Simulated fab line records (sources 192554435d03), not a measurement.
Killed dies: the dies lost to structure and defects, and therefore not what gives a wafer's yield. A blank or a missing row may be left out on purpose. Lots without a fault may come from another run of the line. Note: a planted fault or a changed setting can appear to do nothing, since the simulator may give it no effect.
What tool caused it? || flow n5-finfet || 9 lots, 24 wafers sampled, at 3 steps of a route of 1938

WHAT THE GAUGES READ, wafer by wafer
N5_BEOL_M1_OCD_MEAS_38.
{"lot": "L348", "measured": "day 6 11:58", "on": "ocd-02", "trench-depth-nm (nm)": "56.8 56.8"}
{"lot": "L349", "measured": "day 6 12:37", "on": "ocd-02", "trench-depth-nm (nm)": "55.6 54.7 55.9"}
{"lot": "L352", "measured": "day 7 11:13", "on": "ocd-02", "trench-depth-nm (nm)": "55.8 53.8 55.7"}
{"lot": "L353", "measured": "day 8 06:46", "on": "ocd-01", "trench-depth-nm (nm)": "55.5 56.3 54.0"}
{"lot": "L355", "measured": "day 8 15:55", "on": "ocd-02", "trench-depth-nm (nm)": "54.5 56.0 56.3"}
{"lot": "L357", "measured": "day 8 17:01", "on": "ocd-02", "trench-depth-nm (nm)": "57.5 54.6 55.0"}
{"lot": "L359", "measured": "day 9 18:04", "on": "ocd-01", "trench-depth-nm (nm)": "55.9 54.8"}
{"lot": "L362", "measured": "day 10 00:01", "on": "ocd-01", "trench-depth-nm (nm)": "54.7 57.0 54.3"}
{"lot": "L368", "measured": "day 11 04:41", "on": "ocd-01", "trench-depth-nm (nm)": "55.7 80.3"}

WHICH TOOL RAN EACH LOT (tool, then ch and the chambers of the sampled wafers, then the start)
{"lot": "L348", "N5_BEOL_M1_TRENCH_ETCH_37": "rie-diel-03 ch 1,3, day 6 11:48", "N5_BEOL_M1_ETCH_41": "rie-diel-03 ch 1,3, day 6 11:58 or earlier"}
{"lot": "L349", "N5_BEOL_M1_TRENCH_ETCH_37": "rie-diel-03 ch 1,2,3, day 6 12:27", "N5_BEOL_M1_ETCH_41": "rie-diel-03 ch 1,2,3, day 6 12:37 or earlier"}
{"lot": "L352", "N5_BEOL_M1_TRENCH_ETCH_37": "rie-diel-05 ch 0,1,2, day 7 11:04", "N5_BEOL_M1_ETCH_41": "rie-diel-05 ch 0,1,2, day 7 11:13 or earlier"}
{"lot": "L353", "N5_BEOL_M1_TRENCH_ETCH_37": "rie-diel-02 ch 1,2, day 8 06:36", "N5_BEOL_M1_ETCH_41": "rie-diel-02 ch 1,2, day 8 06:46 or earlier"}
{"lot": "L355", "N5_BEOL_M1_TRENCH_ETCH_37": "rie-diel-05 ch 0,1, day 8 15:46", "N5_BEOL_M1_ETCH_41": "rie-diel-05 ch 0,1, day 8 15:55 or earlier"}
{"lot": "L357", "N5_BEOL_M1_TRENCH_ETCH_37": "rie-diel-02 ch 0,2, day 8 16:51", "N5_BEOL_M1_ETCH_41": "rie-diel-02 ch 0,2, day 8 17:01 or earlier"}
{"lot": "L359", "N5_BEOL_M1_TRENCH_ETCH_37": "rie-diel-03 ch 0,3, day 9 17:54", "N5_BEOL_M1_ETCH_41": "rie-diel-03 ch 0,3, day 9 18:04 or earlier"}
{"lot": "L362", "N5_BEOL_M1_TRENCH_ETCH_37": "rie-diel-03 ch 1,2, day 9 23:52", "N5_BEOL_M1_ETCH_41": "rie-diel-03 ch 1,2, day 10 00:01 or earlier"}
{"lot": "L368", "N5_BEOL_M1_TRENCH_ETCH_37": "rie-diel-03 ch 1,3, day 11 04:31", "N5_BEOL_M1_ETCH_41": "rie-diel-03 ch 1,3, day 11 04:41 or earlier"}
- N5_BEOL_M1_TRENCH_ETCH_37: etches SiOC in C4F6/O2, target depth 55.207 nm, time 29 s.
- N5_BEOL_M1_ETCH_41: etches SiCN in CH3F/O2, target depth 31.9 nm, time 57.8 s.

THE ANSWER, worked out from the rows above alone
Rule: what is usual is taken from the lots themselves. Put in order of their means at a reading, lots are off if they are a third of the lots or fewer, leave a main group of 4 or more, and stand apart from it by a gap of 3 or more times the standard deviation of the main group's means; of several such gaps the widest counts. The tables above print the reading to a certain number of digits; a main group whose means all agree to those digits is not used. A lot without any number at a reading at which 4 lots or more have one is off too. All remaining lots with rows at the step are treated as sound.
Off at N5_BEOL_M1_OCD_MEAS_38 (trench-depth-nm): L368. Mean 55.6 nm and standard deviation 0.5 in the main group.
If a tool, at a process step before that reading, ran all the lots that are off and no sound lot after the first of them, it fits. Those tools and the gauges at N5_BEOL_M1_OCD_MEAS_38 are tried in the same way. N5_BEOL_M1_ETCH_41: start missing for some lots; hours and lot order therefore follow N5_BEOL_M1_OCD_MEAS_38. Undecided on this evidence; 2 tools fit (rie-diel-03 at N5_BEOL_M1_TRENCH_ETCH_37 and N5_BEOL_M1_ETCH_41, ocd-01 at N5_BEOL_M1_OCD_MEAS_38).

WHAT THE SIMULATOR PUT IN
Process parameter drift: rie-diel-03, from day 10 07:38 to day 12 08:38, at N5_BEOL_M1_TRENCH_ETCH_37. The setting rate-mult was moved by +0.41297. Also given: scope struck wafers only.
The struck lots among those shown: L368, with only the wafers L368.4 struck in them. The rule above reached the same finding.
